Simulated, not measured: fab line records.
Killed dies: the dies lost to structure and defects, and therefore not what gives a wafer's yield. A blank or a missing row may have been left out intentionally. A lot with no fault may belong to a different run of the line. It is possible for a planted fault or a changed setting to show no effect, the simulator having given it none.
Which tool was responsible? / flow n5_finfet / route of 1938 steps, sampled at 1 step: 7 lots, 21 wafers

## WHAT EACH GAUGE READ, for each wafer
N5_BEOL_M1_CD_MEAS_35: target cd 18 nm, target cd y 21 nm.
lot=L434; measured=day 6 16:09; on=cd_sem-02; cd_nm (nm)=18.2 17.9 18.1
lot=L436; measured=day 7 08:04; on=cd_sem-03; cd_nm (nm)=18.2 17.9 17.9
lot=L437; measured=day 7 20:07; on=cd_sem-02; cd_nm (nm)=18.1 18.1 18.5
lot=L442; measured=day 8 19:23; on=cd_sem-02; cd_nm (nm)=17.3 18.1 17.9
lot=L448; measured=day 10 12:38; on=cd_sem-03; cd_nm (nm)=18.6 18.0 18.2
lot=L451; measured=day 10 21:32; on=cd_sem-01; cd_nm (nm)=18.7 18.2 17.9
lot=L455; measured=day 12 03:04; on=cd_sem-01; cd_nm (nm)=17.4 17.5 17.7

## EACH LOT AND THE TOOL THAT RAN IT (in order: tool; ch and the chambers of the sampled wafers; start)
Before these readings, the record contains no process step.

## THE ANSWER, worked out from the rows above alone
Rule: usual is defined by the lots themselves. The widest of any qualifying gaps counts: lots, ordered by their means at a reading, are off when they make up no more than a third of the lots, leave a main group of 4 or more, and stand apart from it by 3 or more times the standard deviation of that group's means. Not used: any main group whose means are identical at the precision the tables above print for the reading. A lot without any number at a reading at which 4 lots or more have one is off too. All remaining lots with rows at the step are treated as sound.
No lot is off on any of the readings shown, so nothing can be concluded from this.

## WHAT THE SIMULATOR HAD INSERTED
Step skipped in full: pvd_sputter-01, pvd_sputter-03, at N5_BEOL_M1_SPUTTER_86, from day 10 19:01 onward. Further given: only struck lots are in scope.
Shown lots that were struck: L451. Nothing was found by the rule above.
